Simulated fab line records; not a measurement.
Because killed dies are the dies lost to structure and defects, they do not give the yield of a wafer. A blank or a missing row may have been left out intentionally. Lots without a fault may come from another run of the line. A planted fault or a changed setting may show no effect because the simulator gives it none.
fab line records ; flow n5-finfet
record lots=8; wafers=24; last-day=18
route steps=1938 shown BEOL_M4@1060 PASSIVATION@1936
lots that met no fault: from a run of the same line without faults
start-h: the number of hours between the record's first day and the start of the first shown wafer of the lot ; wait-h: how many hours have passed since the lot's step before this one ; " the same as in the row above ; L1.1+2: a row that stands for several wafers ; - either no value or no given start ; * or withheld: withheld ; < > ~ a bound
route shown NAME@n: a module of which the file shows steps, and the number in the route of the first ; usual: mean and standard deviation over wafers with no fault ; same: alike in all rows ; chamber/n: place in a boat ; sites: each site's reading ; _std_site: standard deviation of those values ; _edge_site: mean of outer sites minus mean of inner sites ; radius-mm: how far each site lies from the wafer's centre ; mask NAME#n: copy n ; behind: tool/chamber where the wafer was last shaped ; hold: cause of the lot's hold/its duration in hours/its outcome ; device: which transistor (n, p or np) failed to switch ; end of line: the route-end tests of the same wafers ; step lacking rows: just its recipe ; killed: not the wafer's yield, but the dies lost to structure and defects at the first sort ; map: per-die view of a wafer (x killed, . not killed, _ where there is no die)
set.NAME: setting as actually run; set.NAME@STEP: the setting as run at that earlier step ; model.NAME: the simulator's own value behind a step, which no gauge read
route steps across a sampled set of lots; one table per step, one row per wafer
services: when a tool's chamber went out of use (start-h, in hours from the record's first day, below 0 if earlier), for how many hours, and the reason
## steps
# step N5_BEOL_M4_ETCH_77
# recipe chemistry=N2/H2; target=underlayer; target-depth-a=65; mask-material=CAR-EUV; time-s=5.2; ion-energy-ev=200; pressure-mtorr=30; source-w=840; bias-w=150; n2-flow-sccm=200; h2-flow-sccm=200; ends=cleared
# usual chamber-pressure-mTorr=30.00/0.042; drypump-motor-current-A=5.7/0.42; etch-rf-on-time-s=5.17/0.13; oes-product-au=0.69/0.088; rf-vpp-V=523.1/2.8; showerhead-plenum-p-Torr=2.52/0.097; throttle-valve-pct=17.76/0.27
lot.wafer;tool;chamber;start-h;wait-h;chamber-pressure-mTorr;drypump-motor-current-A;etch-rf-on-time-s;oes-product-au;rf-hours-counter-h;rf-vpp-V;showerhead-plenum-p-Torr;throttle-valve-pct
L780.1;rie-diel-06;1;207.66;0.0;29.99;6.0;4.96;0.61;247;522.9;2.50;18.20
L780.2;rie-diel-06;3;207.66;0.0;29.94;6.5;4.86;0.75;64;521.9;2.47;17.81
L780.5;rie-diel-06;1;207.66;0.0;29.93;6.0;5.00;0.60;-;524.4;2.50;18.21
L783.2;rie-diel-06;2;214.61;0.0;30.00;5.5;5.36;0.59;212;519.0;2.43;18.21
L783.3;rie-diel-06;1;214.61;0.0;29.98;6.0;5.07;0.59;-;523.4;2.50;18.22
L783.4;rie-diel-06;2;214.61;0.0;30.02;5.4;5.27;0.60;-;520.4;2.43;18.22
L786.1;rie-diel-06;0;232.90;0.0;30.00;6.6;5.15;0.83;1;522.0;2.48;17.56
L786.4;rie-diel-06;3;232.90;0.0;29.98;6.5;4.91;0.74;-;522.5;2.47;17.81
L786.5;rie-diel-06;0;232.90;0.0;29.96;6.6;5.14;0.85;-;521.7;2.48;17.56
L784.1;rie-diel-06;2;236.49;0.0;30.03;5.4;5.34;0.59;222;520.9;2.43;18.24
L784.2;rie-diel-06;0;236.49;0.0;29.94;6.7;5.24;0.81;3;521.0;2.48;17.57
L784.5;rie-diel-06;3;236.49;0.0;30.01;6.4;5.08;0.73;-;523.0;2.47;17.81
L788.1;rie-diel-06;3;249.27;0.0;30.00;6.5;4.98;0.72;82;521.9;2.47;17.82
L788.5;rie-diel-06;3;249.27;0.0;30.02;6.5;4.95;0.73;-;520.8;2.47;17.83
L788.6;rie-diel-06;0;249.27;0.0;29.97;6.6;5.31;0.80;-;522.5;2.47;17.58
L794.3;rie-diel-05;1;293.16;0.0;30.02;6.1;5.05;0.70;87;519.8;2.49;17.73
L794.5;rie-diel-05;3;293.16;0.0;30.06;5.6;5.15;0.79;-;520.0;2.51;18.07
L794.6;rie-diel-05;0;293.16;0.0;29.98;5.7;5.05;0.75;-;529.1;2.68;17.43
L795.1;rie-diel-05;0;306.03;0.0;30.03;5.7;5.12;0.75;31;526.8;2.68;17.46
L795.4;rie-diel-05;1;306.03;0.0;30.02;6.1;5.19;0.68;-;520.4;2.49;17.75
L795.5;rie-diel-05;3;306.03;0.0;30.02;5.6;5.24;0.77;-;521.8;2.51;18.09
L796.1;rie-diel-05;0;314.03;0.0;30.01;5.7;5.15;0.74;35;528.0;2.68;17.46
L796.5;rie-diel-05;3;314.03;0.0;30.09;5.6;5.25;0.76;-;521.1;2.50;18.09
L796.6;rie-diel-05;2;314.03;0.0;30.00;5.1;5.23;0.84;-;524.8;2.62;17.37
# step N5_BEOL_M4_ETCH_69
# recipe chemistry=CF4; target=SiARC; target-depth-a=156; mask-material=CAR-EUV; time-s=26; ion-energy-ev=80; pressure-mtorr=40; source-w=545; bias-w=36; Ar_flow_sccm=100; cf4-flow-sccm=100; ends=cleared
# usual cf4-flow-sccm=100.0/0.32; chamber-pressure-mTorr=40.00/0.035; drypump-motor-current-A=5.7/0.42; etch-rf-on-time-s=25.9/0.7; oes-product-au=0.69/0.089; rf-vpp-V=183.8/1.2; showerhead-plenum-p-Torr=2.12/0.083; throttle-valve-pct=15.49/0.24
lot.wafer;tool;chamber;start-h;wait-h;cf4-flow-sccm;chamber-pressure-mTorr;drypump-motor-current-A;etch-rf-on-time-s;oes-product-au;rf-hours-counter-h;rf-vpp-V;showerhead-plenum-p-Torr;throttle-valve-pct
L780.1;rie-diel-06;1;207.68;0.0;100.4;40.08;6.0;24.9;0.59;247;184.3;2.10;16.01
L780.2;rie-diel-06;3;207.68;0.0;100.1;40.02;6.5;24.1;0.75;64;184.4;2.06;15.34
L780.5;rie-diel-06;1;207.68;0.0;100.4;39.99;6.0;25.0;0.60;-;184.1;2.10;16.01
L783.2;rie-diel-06;2;214.64;0.0;99.5;40.03;5.4;26.7;0.59;212;182.3;2.02;15.74
L783.3;rie-diel-06;1;214.64;0.0;99.8;39.94;6.0;25.2;0.59;-;182.7;2.10;16.02
L783.4;rie-diel-06;2;214.64;0.0;99.6;40.01;5.4;26.8;0.59;-;183.4;2.02;15.72
L786.1;rie-diel-06;0;232.91;0.0;99.5;40.07;6.6;25.9;0.84;1;183.1;2.12;15.52
L786.4;rie-diel-06;3;232.91;0.0;99.9;40.01;6.5;24.5;0.74;-;182.7;2.05;15.39
L786.5;rie-diel-06;0;232.91;0.0;100.3;40.03;6.6;25.8;0.84;-;184.8;2.12;15.53
L784.1;rie-diel-06;2;236.50;0.0;130.3;39.95;5.4;25.9;0.59;222;182.9;2.21;16.91
L784.2;rie-diel-06;0;236.50;0.0;130.2;40.00;6.6;25.0;0.83;3;184.4;2.32;16.72
L784.5;rie-diel-06;3;236.50;0.0;130.1;40.01;6.5;23.5;0.76;-;183.8;2.25;16.56
L788.1;rie-diel-06;3;249.28;0.0;130.4;40.01;6.5;23.5;0.75;82;183.3;2.25;16.58
L788.5;rie-diel-06;3;249.28;0.0;130.2;40.00;6.4;23.5;0.75;-;183.9;2.25;16.59
L788.6;rie-diel-06;0;249.28;0.0;129.7;40.02;6.7;24.8;0.83;-;182.6;2.32;16.74
L794.3;rie-diel-05;1;293.18;0.0;100.0;40.00;6.1;25.5;0.69;87;183.3;2.08;15.32
L794.5;rie-diel-05;3;293.18;0.0;100.0;39.95;5.6;26.0;0.79;-;183.5;2.11;15.48
L794.6;rie-diel-05;0;293.18;0.0;100.0;39.98;5.8;25.5;0.76;-;184.2;2.27;15.41
L795.1;rie-diel-05;0;306.05;0.0;100.1;40.06;5.8;25.9;0.75;31;184.4;2.27;15.41
L795.4;rie-diel-05;1;306.05;0.0;100.1;39.98;6.0;25.6;0.68;-;183.6;2.08;15.34
L795.5;rie-diel-05;3;306.05;0.0;100.0;40.04;5.6;26.1;0.78;-;183.8;2.11;15.50
L796.1;rie-diel-05;0;314.04;0.0;100.0;39.96;5.7;26.0;0.74;35;186.9;2.27;15.42
L796.5;rie-diel-05;3;314.04;0.0;99.9;40.00;5.6;26.1;0.77;-;181.1;2.11;15.51
L796.6;rie-diel-05;2;314.04;0.0;100.2;40.04;5.1;26.6;0.84;-;184.1;2.22;15.21
# step N5_BEOL_M4_ETCHBACK_99
# recipe chemistry=CHF3; target=SiO2; target-depth-a=50; time-s=10.4; source-w=215; bias-w=47; Ar_flow_sccm=200; CHF3_flow_sccm=12; ion-energy-ev=100; pressure-mtorr=30
# usual chamber-pressure-mTorr=30.002/0.026; drypump-motor-current-A=5.8/0.46; oes-product-au=0.80/0.1; rf-vpp-V=237/5.4; showerhead-plenum-p-Torr=2.12/0.081; throttle-valve-pct=16.97/0.22
lot.wafer;tool;chamber;start-h;wait-h;chamber-pressure-mTorr;drypump-motor-current-A;oes-product-au;rf-hours-counter-h;rf-vpp-V;showerhead-plenum-p-Torr;throttle-valve-pct
L780.1;rie-diel-05;3;207.97;0.2;29.998;5.6;0.66;259;232;2.14;17.44
L780.2;rie-diel-05;1;207.97;0.2;30.022;6.0;0.85;54;238;2.11;16.83
L780.5;rie-diel-05;1;207.97;0.2;29.979;6.1;0.84;-;238;2.11;16.82
L783.2;rie-diel-04;1;215.02;0.2;30.049;5.2;0.69;201;237;2.04;16.72
L783.3;rie-diel-04;2;215.02;0.2;30.012;5.8;0.70;194;234;2.21;17.19
L783.4;rie-diel-04;2;215.02;0.2;30.005;5.8;0.71;-;236;2.21;17.20
L786.1;rie-diel-05;2;234.68;0.4;29.998;5.1;0.69;231;239;2.24;17.12
L786.4;rie-diel-05;1;234.68;0.4;30.017;6.1;0.83;67;238;2.11;16.85
L786.5;rie-diel-05;0;234.68;0.4;30.012;5.7;0.93;-;249;2.30;16.88
L784.1;rie-diel-06;2;237.83;1.2;29.981;5.4;0.68;223;248;2.01;17.10
L784.2;rie-diel-06;0;237.83;1.2;29.997;6.6;0.96;4;237;2.13;16.99
L784.5;rie-diel-06;0;237.83;1.2;30.032;6.6;0.96;-;238;2.13;16.98
L788.1;rie-diel-04;2;261.87;12.5;29.974;5.8;0.69;213;235;2.21;17.24
L788.5;rie-diel-04;0;261.87;12.5;30.042;5.6;0.92;-;239;2.31;16.73
L788.6;rie-diel-04;3;261.87;12.5;29.937;5.3;0.85;-;238;2.11;16.79
L794.3;rie-diel-06;0;299.29;6.0;29.992;6.6;0.89;25;235;2.12;17.00
L794.5;rie-diel-06;1;299.29;6.0;29.974;6.0;0.95;-;244;2.08;16.91
L794.6;rie-diel-06;0;299.29;6.0;29.978;6.6;0.90;-;237;2.12;17.02
L795.1;rie-diel-04;3;314.11;7.9;29.983;5.3;0.82;85;237;2.11;16.83
L795.4;rie-diel-04;1;314.11;7.9;30.007;5.2;0.67;-;234;2.02;16.79
L795.5;rie-diel-04;3;314.11;7.9;29.937;5.4;0.82;-;239;2.11;16.82
L796.1;rie-diel-04;2;320.95;6.8;29.980;5.8;0.69;228;233;2.20;17.25
L796.5;rie-diel-04;0;320.95;6.8;29.972;5.6;0.88;-;240;2.31;16.76
L796.6;rie-diel-04;3;320.95;6.8;30.019;5.3;0.82;-;237;2.11;16.83
# step N5_BEOL_M4_TRENCH_ETCH_37
# recipe chemistry=C4F6/O2; target-depth-a=555.55; target=SiOC; time-s=29.2; ion-energy-ev=250; pressure-mtorr=30; source-w=355; bias-w=185; Ar_flow_sccm=300; C4F6_flow_sccm=10; O2_flow_sccm=10
# usual chamber-pressure-mTorr=29.995/0.026; drypump-motor-current-A=5.8/0.46; oes-product-au=0.80/0.1; rf-vpp-V=657/15; showerhead-plenum-p-Torr=2.81/0.1; throttle-valve-pct=20.75/0.22
lot.wafer;tool;chamber;start-h;wait-h;chamber-pressure-mTorr;drypump-motor-current-A;oes-product-au;rf-hours-counter-h;rf-vpp-V;showerhead-plenum-p-Torr;throttle-valve-pct
L780.1;rie-diel-05;3;-;-;29.987;5.6;0.66;259;641;2.83;21.24
L780.2;rie-diel-05;1;-;-;30.003;6.0;0.85;54;658;2.80;20.64
L780.5;rie-diel-05;1;-;-;30.006;6.1;0.85;-;656;2.80;20.63
L783.2;rie-diel-04;1;-;-;29.969;5.2;0.70;201;653;2.70;20.38
L783.3;rie-diel-04;2;-;-;30.000;5.8;0.72;194;649;2.93;20.98
L783.4;rie-diel-04;2;-;-;29.991;5.8;0.71;-;650;2.93;20.94
L786.1;rie-diel-05;2;-;-;30.013;5.1;0.69;231;661;2.95;20.87
L786.4;rie-diel-05;1;-;-;30.054;6.1;0.82;67;657;2.79;20.66
L786.5;rie-diel-05;0;-;-;29.981;5.7;0.93;-;688;3.04;20.73
L784.1;rie-diel-06;2;-;-;29.962;5.4;0.68;223;687;2.67;20.79
L784.2;rie-diel-06;0;-;-;29.976;6.7;0.95;4;655;2.82;20.83
L784.5;rie-diel-06;0;-;-;29.961;6.7;0.95;-;655;2.82;20.84
L788.1;rie-diel-04;2;-;-;29.994;5.8;0.70;213;649;2.92;20.99
L788.5;rie-diel-04;0;-;-;30.027;5.6;0.92;-;665;3.05;20.58
L788.6;rie-diel-04;3;-;-;30.007;5.3;0.84;-;657;2.79;20.59
L794.3;rie-diel-06;0;-;-;29.941;6.6;0.89;25;655;2.81;20.87
L794.5;rie-diel-06;1;-;-;29.983;6.0;0.94;-;667;2.76;20.69
L794.6;rie-diel-06;0;-;-;29.986;6.6;0.89;-;655;2.81;20.89
L795.1;rie-diel-04;3;-;-;29.964;5.4;0.81;85;656;2.79;20.61
L795.4;rie-diel-04;1;-;-;30.026;5.3;0.67;-;652;2.68;20.46
L795.5;rie-diel-04;3;-;-;30.002;5.4;0.82;-;657;2.79;20.63
L796.1;rie-diel-04;2;-;-;30.002;5.8;0.69;228;648;2.91;21.01
L796.5;rie-diel-04;0;-;-;30.000;5.6;0.89;-;663;3.04;20.61
L796.6;rie-diel-04;3;-;-;29.992;5.3;0.82;-;657;2.79;20.62
# step N5_BEOL_M4_RC_MEAS_101
# usual DIBL_N=36.0/2.5; DIBL_P=36.7/3; IOFF_N=0.16/0.043; IOFF_P=0.21/0.049; ION_N=673/15; ION_P=461/9.8; SS_N=71.5/0.83; SS_P=73.4/0.83; VT_N=250/4; VT_P=-251/4
lot.wafer;tool;chamber;start-h;wait-h;DIBL_N[mV/V];DIBL_P[mV/V];IOFF_N[nA/um];IOFF_P[nA/um];ION_N[uA/um];ION_P[uA/um];SS_N[mV/dec];SS_P[mV/dec];VT_N[mV];VT_P[mV]
L780.1;prober-02;0;212.67;0.0;30.3;32.5;0.10;0.14;645;441;71.2;71.8;256;-257
L780.2;prober-02;0;212.67;0.0;31.6;34.5;0.12;0.16;651;453;70.9;72.6;252;-254
L780.5;prober-02;0;212.67;0.0;36.3;39.7;0.23;0.26;681;464;73.6;73.7;244;-246
L783.2;prober-02;0;220.05;0.2;39.1;38.4;0.18;0.22;668;457;72.7;74.4;251;-251
L783.3;prober-02;0;220.05;0.2;37.2;37.8;0.15;0.21;665;455;71.9;73.5;251;-252
L783.4;prober-02;0;220.05;0.2;34.3;34.9;0.12;0.18;651;456;70.4;73.3;254;-255
L786.1;prober-01;0;239.40;0.0;38.9;38.3;0.19;0.23;687;462;72.6;74.1;248;-250
L786.4;prober-01;0;239.40;0.0;33.3;32.8;0.10;0.16;648;446;70.9;72.7;258;-253
L786.5;prober-01;0;239.40;0.0;36.2;35.1;0.14;0.18;654;446;72.4;73.5;253;-251
L784.1;prober-02;0;242.03;0.0;39.5;40.3;0.23;0.28;685;460;72.8;74.4;245;-247
L784.2;prober-02;0;242.03;0.0;35.1;34.3;0.14;0.19;686;473;70.6;73.1;252;-254
L784.5;prober-02;0;242.03;0.0;37.1;36.4;0.19;0.21;678;457;71.6;73.3;247;-253
L788.1;prober-01;0;266.62;0.0;34.7;34.9;0.14;0.19;677;466;70.6;73.5;251;-250
L788.5;prober-01;0;266.62;0.0;38.4;39.5;0.21;0.27;684;469;72.1;74.4;246;-248
L788.6;prober-01;0;266.62;0.0;35.1;35.9;0.15;0.21;670;459;71.5;72.9;252;-253
L794.3;prober-01;0;305.45;0.3;36.2;37.5;0.17;0.23;690;470;71.2;73.6;246;-248
L794.5;prober-01;0;305.45;0.3;35.2;35.9;0.15;0.21;686;475;71.5;72.8;250;-248
L794.6;prober-01;0;305.45;0.3;38.7;40.4;0.22;0.29;685;466;72.0;74.1;244;-246
L795.1;prober-01;0;319.88;0.0;36.6;39.2;0.19;0.24;694;479;70.8;73.8;242;-249
L795.4;prober-01;0;319.88;0.0;35.8;38.0;0.16;0.21;684;469;71.7;73.5;248;-251
L795.5;prober-01;0;319.88;0.0;35.0;36.9;0.14;0.20;669;461;71.0;73.1;252;-250
L796.1;prober-01;0;325.33;0.0;35.6;36.6;0.14;0.17;672;454;71.1;72.9;252;-256
L796.5;prober-01;0;325.33;0.0;37.2;38.3;0.17;0.19;683;463;71.8;73.6;251;-254
L796.6;prober-01;0;325.33;0.0;35.3;36.1;0.13;0.16;650;445;70.9;73.2;254;-258
# step N5_PASSIVATION_PROBE_49
# usual defect-limited-yield=91.1/1.5; killed_at_M0_to_M3=37/11; killed_at_M4_up=13/5.6; killed-at-contacts=12/5.6; killed-at-front-end=39/11; killed-at-other=4/3.1; killed-dies=105/18; killed-open=69/13; killed-short=35/7.4; sort_bin_5_function=5.1/0.92; sort_bin_6_memory=3.4/0.76; sort_bin_8_speed=0.02/0.11; sort-n-pass=1075/18; sort-yield-pct=91.1/1.5
# same gross-dies=1180; killed-at-back-side=0; sort_bin_4_leakage[%]=0
lot.wafer;tool;chamber;start-h;wait-h;defect-limited-yield[%];killed_at_M0_to_M3;killed_at_M4_up;killed-at-contacts;killed-at-front-end;killed-at-other;killed-dies;killed-open;killed-short;sort_bin_5_function[%];sort_bin_6_memory[%];sort_bin_8_speed[%];sort-n-pass;sort-yield-pct[%]
L788.1;prober-01;-;377.91;0.0;91.5;32;17;17;34;0;100;65;34;4.9;3.5;0;1080;91.5
L788.5;prober-01;-;378.11;0.2;92.4;29;10;11;36;4;90;55;35;3.9;3.2;0;1090;92.4
L788.6;prober-01;-;378.16;0.3;91.7;26;7;11;54;0;98;61;37;5.0;3.2;0;1082;91.7
L796.1;prober-02;-;433.20;0.0;90.0;42;13;9;53;1;118;77;41;6.6;3.0;0;1062;90.0
L796.5;prober-02;-;433.40;0.2;89.1;52;10;9;56;2;129;86;40;5.6;4.8;0;1051;89.1
L796.6;prober-02;-;433.45;0.3;88.1;60;20;10;49;1;140;88;51;5.8;5.7;0;1040;88.1
# killed by level:class
L788.1 MOL_CONTACT_COAG:geometric-particle:open=15 FIN_SAQP:geometric-particle:short=10 BEOL_M0_SAQP:geometric-particle:short=9 BEOL_M2:geometric-particle:open=9 BEOL_M0_SAQP:geometric-particle:open=8 BEOL_M4:geometric-particle:open=8 FIN_SAQP:geometric-particle:open=7 GATE_CUT:geometric-particle:short=4
L788.5 BEOL_M0_SAQP:geometric-particle:open=10 MOL_CONTACT_COAG:geometric-particle:open=9 FIN_SAQP:geometric-particle:open=7 GATE_CUT:geometric-particle:short=7 BEOL_M0_SAQP:geometric-particle:short=7 FIN_SAQP:geometric-particle:short=6 STI_FIN_REVEAL:geometric-particle:open=4 BEOL_M4:geometric-particle:open=4
L788.6 FIN_SAQP:geometric-particle:short=14 FIN_SAQP:geometric-particle:open=10 MOL_CONTACT_COAG:geometric-particle:open=9 STI_FIN_REVEAL:geometric-particle:open=6 BEOL_M1:geometric-particle:open=6 BEOL_M3:geometric-particle:open=6 STARTING-WAFER:geometric-particle:short=6 DUMMY_GATE:geometric-particle:open=5
L796.1 FIN_SAQP:geometric-particle:open=14 BEOL_M0_SAQP:geometric-particle:short=12 BEOL_M0_SAQP:geometric-particle:open=11 FIN_SAQP:geometric-particle:short=9 BEOL_M3:geometric-particle:open=9 STI_FIN_REVEAL:geometric-particle:open=6 DUMMY_GATE:geometric-particle:open=6 GATE_CUT:geometric-particle:short=6
L796.5 FIN_SAQP:geometric-particle:open=18 STI_FIN_REVEAL:geometric-particle:open=13 BEOL_M0_SAQP:geometric-particle:open=13 BEOL_M0_SAQP:geometric-particle:short=13 BEOL_M3:geometric-particle:open=8 FIN_SAQP:geometric-particle:short=7 MOL_CONTACT_COAG:geometric-particle:open=7 BEOL_M2:geometric-particle:open=6
L796.6 BEOL_M0_SAQP:geometric-particle:open=18 FIN_SAQP:geometric-particle:short=12 BEOL_M0_SAQP:geometric-particle:short=12 BEOL_M3:geometric-particle:open=11 BEOL_M1:geometric-particle:open=10 FIN_SAQP:geometric-particle:open=9 STI_FIN_REVEAL:geometric-particle:open=8 BEOL_M4:geometric-particle:open=7
## services
tool;chamber;start-h;hours;kind
rie-diel-06;0;194.55;-;clean
rie-diel-06;0;194.55;-;consumable-replace:focus-ring
rie-diel-06;0;194.55;34.3;scheduled-down
rie-diel-06;0;194.55;34.3;vent-cycle
rie-diel-05;0;199.06;-;clean
rie-diel-05;0;199.06;-;consumable-replace:focus-ring
rie-diel-05;0;199.06;-;consumable-replace:showerhead
rie-diel-05;0;199.06;18.2;scheduled-down
rie-diel-05;0;199.06;18.2;vent-cycle
rie-diel-05;3;209.61;4.5;repair
rie-diel-05;3;217.52;-;clean
rie-diel-05;3;217.52;-;consumable-replace:focus-ring
rie-diel-05;3;217.52;14.1;scheduled-down
rie-diel-05;0;223.81;5.5;repair
rie-diel-06;1;228.90;-;clean
rie-diel-06;1;228.90;-;consumable-replace:focus-ring
rie-diel-06;1;228.90;14.3;scheduled-down
rie-diel-06;1;228.90;14.3;vent-cycle
rie-diel-04;-;266.81;2.4;repair
rie-diel-06;-;267.21;0.6;repair
rie-diel-06;-;275.37;4.3;pm
rie-diel-06;2;294.86;13.9;repair
rie-diel-04;2;302.94;7.1;repair
rie-diel-04;2;310.68;4.4;repair
## key
first-sign step=N5_BEOL_M4_ETCH_69; reading=cf4-flow-sccm; direction=up; sigmas=95; usual=100.0; struck=130.1
effect step=N5_BEOL_M4_ETCH_69; reading=throttle-valve-pct; direction=up; sigmas=5.1; usual=*; struck=*
met-at N5_BEOL_M4_ETCH_69
struck-lots L784,L788
not-acting-at N5_BEOL_M4_ETCH_77,N5_BEOL_M4_ETCHBACK_99,N5_BEOL_M4_TRENCH_ETCH_37
onset-between 232.91 236.50
fault kind=process-parameter-drift; tool=rie-diel-06; chamber=-; onset-h=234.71; steps=N5_BEOL_M4_ETCH_69; channel=cf4-flow-sccm; offset=30; shape=step; end-h=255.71; acts-in=these-recipes-only; stated=100
